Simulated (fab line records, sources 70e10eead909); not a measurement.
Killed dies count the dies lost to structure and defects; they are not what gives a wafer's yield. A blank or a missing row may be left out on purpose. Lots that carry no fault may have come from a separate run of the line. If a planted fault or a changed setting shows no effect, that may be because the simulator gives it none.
Chamber matching + flow nand harc + ald hk-03 running NHARC_A_STAIRCASE_ALD_415: 4 sister chambers
The step deposits SiO2, target thk 30 nm, pulse time 6 s, ald cycles 300. 14 wafers are shown with their chamber, then 7 later ones without.

== WAFERS, EACH WITH ITS CHAMBER ==
| wafer  | chamber | heater power outer w (W) | heater power w (W) | precursor pulse height rel |
|--------|---------|--------------------------|--------------------|----------------------------|
| L075.1 | 0       | 265                      | 467                | 1.013                      |
| L075.2 | 1       | 248                      | 462                | 1.017                      |
| L075.5 | 0       | 269                      | 472                | 0.992                      |
| L084.1 | 1       | 254                      | 451                | 1.010                      |
| L084.2 | 2       | 212                      | 417                | 0.967                      |
| L084.5 | 3       | 264                      | 496                | 1.026                      |
| L088.4 | 0       | 266                      | 476                | 0.995                      |
| L088.5 | 1       | 250                      | 462                | 0.991                      |
| L088.6 | 2       | 216                      | 433                | 0.981                      |
| L091.1 | 1       | 235                      | 430                | 0.997                      |
| L091.4 | 0       | 245                      | 463                | 0.993                      |
| L091.5 | 1       | 238                      | 431                | 1.032                      |
| L095.2 | 1       | 243                      | 422                | 0.983                      |
| L095.4 | 0       | 252                      | 467                | 0.994                      |

SIGNATURES (averages over the wafers above)
| reading                    | chamber 0 | chamber 1 | chamber 2 | chamber 3 | scatter within a chamber |
|----------------------------|-----------|-----------|-----------|-----------|--------------------------|
| heater power outer w       | 259.40    | 244.67    | 214.00    | 264.00    | 8.39                     |
| heater power w             | 469.00    | 443.00    | 425.00    | 496.00    | 13.3                     |
| precursor pulse height rel | 0.99740   | 1.00500   | 0.97400   | 1.02600   | 0.0143                   |
Rule: for each reading, subtract the chamber's mean from the wafer's reading, divide by that reading's scatter and square the result; add these up over the readings and take the root, which gives the wafer's distance from the chamber. If the next closest chamber is less than 2 further off than the closest, the wafer can't be placed; otherwise it belongs to the closest. How the scatter is found: for the shown wafers, subtract from each reading the mean of its chamber, square and add these, divide the total by (wafers less chambers), then take the root.

== WAFERS WITHOUT THEIR CHAMBER ==
| wafer  | heater power outer w (W) | heater power w (W) | precursor pulse height rel |
|--------|--------------------------|--------------------|----------------------------|
| L095.6 | 263                      | 473                | 1.010                      |
| L096.1 | 241                      | 429                | 1.006                      |
| L096.2 | 258                      | 468                | 0.994                      |
| L096.5 | 227                      | 449                | 1.022                      |
| L097.1 | 238                      | 417                | 1.009                      |
| L097.2 | 265                      | 484                | 0.984                      |
| L097.6 | 230                      | 442                | 1.002                      |

== THE CHAMBER EACH PASSED THROUGH ==
| wafer  | from the rows above     | in truth                   |
|--------|-------------------------|----------------------------|
| L095.6 | can't be placed: 0 or 3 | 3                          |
| L096.1 | 1                       | 1                          |
| L096.2 | 0                       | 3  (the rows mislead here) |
| L096.5 | can't be placed: 1 or 2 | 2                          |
| L097.1 | can't be placed: 1 or 2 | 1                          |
| L097.2 | can't be placed: 0 or 3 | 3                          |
| L097.6 | can't be placed: 1 or 2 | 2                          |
Placed correctly: 1 of 7. From these rows, 5 cannot be placed; in 5 the true chamber is one of the candidates. 1 placed wrongly.
